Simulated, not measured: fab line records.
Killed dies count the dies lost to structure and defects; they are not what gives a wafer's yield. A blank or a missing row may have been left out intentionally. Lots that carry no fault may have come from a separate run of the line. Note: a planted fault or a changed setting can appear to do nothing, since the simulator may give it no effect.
Chamber matching | flow n5-finfet | N5_BEOL_M5_CURE_79 on uv-cure-02 has 3 sister chambers
The step cures SiCOH lowk, time 240 s. 16 wafers are shown with their chamber, then 8 later ones without.

WAFERS PAIRED WITH THEIR CHAMBERS
wafer  | chamber | wafer_temp_C_max | lamp-power-pct (%)
L079.1 | 2       | 387.9            | 52.28
L079.2 | 2       | 387.3            | 52.25
L079.3 | 2       | 387.2            | 52.31
L080.1 | 1       | 386.7            | 52.34
L080.3 | 1       | 386.8            | 52.34
L080.6 | 1       | 386.2            | 52.26
L081.1 | 2       | 387.4            | 52.31
L081.2 | 2       | 387.7            | 52.31
L081.5 | 2       | 387.3            | 52.33
L083.2 | 0       | 386.8            | 52.32
L083.4 | 0       | 387.1            | 52.28
L083.6 | 0       | 387.2            | 52.35
L085.1 | 0       | 387.5            | 52.39
L085.2 | 0       | 386.8            | 52.35
L085.5 | 0       | 386.7            | 52.34
L091.1 | 0       | 386.5            | 52.31

SIGNATURES (averages over the wafers above)
reading          | chamber 0 | chamber 1 | chamber 2 | scatter within a chamber
wafer_temp_C_max | 386.943   | 386.567   | 387.467   | 0.313
lamp-power-pct   | 52.3343   | 52.3133   | 52.2983   | 0.0348
Rule: a wafer lies at a distance from a chamber equal to the root of the sum of squares, over the readings, of (its reading less the chamber's mean, divided by the reading's scatter). The wafer belongs to the nearest chamber; if the next one is less than 2 further off, it can't be placed. How the scatter is found: for the shown wafers, subtract from each reading the mean of its chamber, square and add these, divide the total by (wafers less chambers), then take the root.

WAFERS WHOSE CHAMBER IS MISSING
wafer  | wafer_temp_C_max | lamp-power-pct (%)
L091.5 | 386.7            | 52.31
L091.6 | 387.6            | 52.33
L092.1 | 387.0            | 52.27
L092.3 | 387.2            | 52.29
L092.4 | 387.2            | 52.32
L097.1 | 387.3            | 52.23
L097.5 | 387.5            | 52.35
L097.6 | 387.1            | 52.27

WHICH CHAMBER EACH WENT THROUGH
wafer  | from the rows above          | in truth
L091.5 | can't be placed: 1 or 0      | 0
L091.6 | can't be placed: 2 or 0      | 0
L092.1 | can't be placed: 2 or 0 or 1 | 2
L092.3 | can't be placed: 2 or 0 or 1 | 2
L092.4 | can't be placed: 0 or 2 or 1 | 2
L097.1 | can't be placed: 2 or 0 or 1 | 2
L097.5 | can't be placed: 2 or 0 or 1 | 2
L097.6 | can't be placed: 2 or 0 or 1 | 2
Correctly placed: 0 of 8. Cannot be placed on the basis of these rows: 8; the candidates contain the true chamber in 8. 0 placed wrongly.
